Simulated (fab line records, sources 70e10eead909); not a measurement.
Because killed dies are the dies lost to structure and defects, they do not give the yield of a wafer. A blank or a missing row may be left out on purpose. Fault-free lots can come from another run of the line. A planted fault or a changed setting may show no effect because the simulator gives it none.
Which tool is to blame?	flow nand_harc	15 lots, 45 wafers sampled, at 3 steps of a route of 1159

## WHAT EACH GAUGE READ, for each wafer
Not one reading of a measure or inspect step in the record can be checked against a usual standard deviation.

## WHICH TOOL RAN EACH LOT (tool, then ch and the chambers of the sampled wafers, then the start)
lot	NHARC_P_ZERO_WELL_ETCH_65	NHARC_P_ZERO_WELL_DEVELOP_23	NHARC_P_GATE_ETCH_104
L669	rie_diel-05 ch 0,1, day 1 13:23	litho_track-03 ch 0, day 1 14:00	rie_diel-12 ch 0,2, day 4 16:38
L671	rie_diel-05 ch 0,1,3, day 2 01:28	litho_track-03 ch 0, day 2 02:00	rie_diel-12 ch 0,3, day 5 04:35
L673	rie_diel-02 ch 1,3, day 2 13:31	litho_track-07 ch 0, day 2 14:00	rie_diel-12 ch 0,1, day 5 16:39
L674	rie_diel-05 ch 1,2,3, day 2 19:32	litho_track-02 ch 0, day 2 20:00	rie_diel-12 ch 0,1, day 6 03:22
L676	rie_diel-05 ch 0,2,3, day 3 07:29	litho_track-02 ch 0, day 3 08:00	rie_diel-13 ch 0,2, day 6 14:48
L677	rie_diel-02 ch 1,2,3, day 3 13:31	litho_track-02 ch 0, day 3 14:00	rie_diel-12 ch 0,1,2, day 6 14:40
L678	rie_diel-05 ch 0,2,3, day 3 19:28	litho_track-03 ch 0, day 3 20:00	rie_diel-12 ch 0,1,2, day 6 13:49
L679	rie_diel-02 ch 0,2,3, day 4 01:22	litho_track-03, day 4 02:00	-
L680	rie_diel-05 ch 1,2, day 4 07:22	litho_track-02, day 4 08:00	-
L681	rie_diel-02 ch 0,3, day 4 13:30	litho_track-07, day 4 14:00	-
L687	rie_diel-05 ch 0,1,2, day 6 01:22	litho_track-03 ch 0, day 6 02:00	rie_diel-10 ch 1,2, day 8 23:57
L688	rie_diel-02 ch 0,3, day 6 07:22	litho_track-02 ch 0, day 6 08:00	rie_diel-13 ch 0,3, day 9 06:38
L689	rie_diel-05 ch 1,2,3, day 6 13:31	litho_track-02 ch 0, day 6 14:00	rie_diel-13 ch 0,1,3, day 9 19:05
L690	rie_diel-02 ch 0,2,3, day 6 19:22	litho_track-02 ch 0, day 6 20:00	rie_diel-10 ch 1,2,3, day 10 01:14
L691	rie_diel-02 ch 0,1,3, day 7 01:31	litho_track-02 ch 0, day 7 02:00	rie_diel-10 ch 1,2,3, day 10 04:03
- NHARC_P_ZERO_WELL_ETCH_65: etches the open film in N2/H2, target depth 80 nm, overetch 24 nm, time 87.88 s.
- NHARC_P_ZERO_WELL_DEVELOP_23: time 70 s.
- NHARC_P_GATE_ETCH_104: etches the open film in CF4/CHF3, target depth 60 nm.

## WHAT THE TOOLS THEMSELVES READ (means of the sampled wafers that have a number; where no wafer has one, the mark that the record gives instead)
NHARC_P_ZERO_WELL_ETCH_65.
lot	tool	drypump_motor_current_A (A)	oes_product_au (a.u.)	rf_vpp_V (V)	showerhead_plenum_p_Torr (Torr)	throttle_valve_pct (%)
L669	rie_diel-05	5.4	1.030	430.2	2.04	14.164
L671	rie_diel-05	5.7	1.016	431.6	2.07	14.175
L673	rie_diel-02	5.7	1.014	430.5	2.07	14.163
L674	rie_diel-05	5.7	1.009	430.6	2.03	14.169
L676	rie_diel-05	5.9	1.003	430.3	2.03	14.172
L677	rie_diel-02	5.5	1.007	432.3	2.09	14.173
L678	rie_diel-05	5.9	1.009	430.3	2.03	14.171
L679	rie_diel-02	5.5	1.006	431.7	2.09	14.171
L680	rie_diel-05	5.4	1.019	429.0	2.00	14.166
L681	rie_diel-02	6.1	1.009	430.7	2.06	14.174
L687	rie_diel-05	5.6	1.018	429.7	1.99	14.171
L688	rie_diel-02	5.8	1.016	431.0	2.06	14.180
L689	rie_diel-05	5.7	1.018	430.0	2.03	14.170
L690	rie_diel-02	5.6	1.005	431.3	2.09	14.169
L691	rie_diel-02	6.0	1.001	431.6	2.06	14.183

NHARC_P_ZERO_WELL_DEVELOP_23.
lot	tool	chill_plate_temp_C (C)	exhaust_pa (Pa)
L669	litho_track-03	22.98	44.4
L671	litho_track-03	22.93	45.8
L673	litho_track-07	23.10	45.3
L674	litho_track-02	23.03	45.5
L676	litho_track-02	22.99	44.8
L677	litho_track-02	22.98	44.7
L678	litho_track-03	22.94	44.8
L679	litho_track-03	-	-
L680	litho_track-02	-	-
L681	litho_track-07	-	-
L687	litho_track-03	23.06	45.6
L688	litho_track-02	22.90	45.6
L689	litho_track-02	22.97	44.6
L690	litho_track-02	22.98	44.9
L691	litho_track-02	23.09	44.1

NHARC_P_GATE_ETCH_104.
lot	tool	drypump_motor_current_A (A)	oes_product_au (a.u.)	rf_vpp_V (V)	showerhead_plenum_p_Torr (Torr)	throttle_valve_pct (%)
L669	rie_diel-12	5.5	0.970	371.2	1.60	16.805
L671	rie_diel-12	5.5	0.949	372.7	1.62	16.799
L673	rie_diel-12	5.4	0.923	371.3	1.59	16.798
L674	rie_diel-12	5.4	0.910	369.0	1.55	16.802
L676	rie_diel-13	5.3	0.980	368.5	1.53	16.813
L677	rie_diel-12	5.5	0.911	370.4	1.56	16.802
L678	rie_diel-12	5.5	0.923	369.8	1.56	16.802
L687	rie_diel-10	6.1	0.954	367.7	1.49	16.812
L688	rie_diel-13	5.1	0.971	366.4	1.47	16.805
L689	rie_diel-13	5.3	0.929	367.1	1.50	16.809
L690	rie_diel-10	5.9	0.934	368.9	1.54	16.795
L691	rie_diel-10	6.0	0.944	369.3	1.54	16.801

## THE ANSWER, worked out from the rows above alone
Rule: the lots themselves supply what counts as usual. The widest of any qualifying gaps counts: lots, ordered by their means at a reading, are off when they make up no more than a third of the lots, leave a main group of 4 or more, and stand apart from it by 3 or more times the standard deviation of that group's means. Not used: any main group whose means are identical at the precision the tables above print for the reading. A lot without any number at a reading at which 4 lots or more have one is off too. The other lots that the step has rows for count as sound. First the gauges in route order, then the tools' own readings, where a lot's mean is used as printed above. At the first step where some lot is off, the reading lying furthest off is the one used; lots without a number count as furthest.
Off: L679, L680, L681 (NHARC_P_ZERO_WELL_DEVELOP_23, chill_plate_temp_C). Without a number there: L679, L680, L681. Main group: mean 23.00 C, sd 0.06.
A tool fits if, at that step or a process step before it, it ran every lot that is off, and no sound lot after the first of them. No candidate that was tried fits.

## WHAT WAS PUT IN BY THE SIMULATOR
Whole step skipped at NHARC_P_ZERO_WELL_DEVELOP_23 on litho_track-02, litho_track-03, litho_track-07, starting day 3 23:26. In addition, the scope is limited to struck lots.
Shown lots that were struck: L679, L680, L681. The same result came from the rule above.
